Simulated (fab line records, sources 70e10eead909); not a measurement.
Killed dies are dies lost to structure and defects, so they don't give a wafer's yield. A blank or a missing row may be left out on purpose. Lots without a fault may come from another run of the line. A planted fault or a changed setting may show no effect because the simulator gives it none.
One fault seen from 3 desks | flow nand_harc | each desk has only its own numbers; what lay behind them comes last

THE DEFECT DESK
What the inspections along the route counted, lot by lot: means of the sampled wafers that have a number. A lot is out of limits, marked OUT, if its mean lies more than 4 standard deviations from the usual mean; the brackets give that distance.
Columns: A = raw_defect_count at NHARC_P_START_INSPECT_01, usual 3.8
lot  | first seen here | A
L872 | day 1 12:02     | 4.0
L877 | day 2 18:02     | 3.3
L880 | day 3 12:02     | 4.3
L884 | day 4 12:02     | 3.3
L885 | day 4 18:02     | 4.0
L886 | day 5 00:02     | 5.0
This desk's finding: nothing out of limits on any of the 6 lots.

THE METROLOGY DESK
What the gauges read, lot by lot, whatever tool the lot ran on: means of the sampled wafers that have a number. A lot is out of limits, marked OUT, if its mean lies more than 4 standard deviations from the usual mean; the brackets give that distance.
Columns: A = cd_nm at NHARC_P_ZERO_WELL_CD_MEAS_11, usual 500.5 nm
lot  | first seen here | A
L872 | day 1 13:15     | 500.9
L877 | day 2 19:15     | 498.6
L880 | day 3 13:16     | 502.2
L884 | day 4 13:15     | 501.6
L885 | day 4 19:15     | 501.1
L886 | day 5 01:16     | 499.2
This desk's finding: nothing out of limits on any of the 6 lots.

THE TOOL OWNER'S DESK: litho_track-02
The tool's own readings at NHARC_P_ZERO_WELL_PEB_09 (peb time 80 s): means of the sampled wafers that have a number, for each lot that ran on this tool. A lot is out of limits, marked OUT, if its mean lies more than 4 standard deviations from the usual mean; the brackets give that distance.
Columns: A = plate_temp_C at NHARC_P_ZERO_WELL_PEB_09, usual 127.98 C
lot  | first seen here | A
L877 | day 2 19:10     | 127.89
L880 | day 3 13:11     | 128.07
L884 | day 4 13:10     | 128.08
This desk's finding: nothing out of limits on any of the 3 lots.

PUT TOGETHER
The defect desk saw nothing out of limits.
The metrology desk saw nothing out of limits.
The tool owner's desk saw nothing out of limits.

WHAT THE SIMULATOR HAD PUT IN
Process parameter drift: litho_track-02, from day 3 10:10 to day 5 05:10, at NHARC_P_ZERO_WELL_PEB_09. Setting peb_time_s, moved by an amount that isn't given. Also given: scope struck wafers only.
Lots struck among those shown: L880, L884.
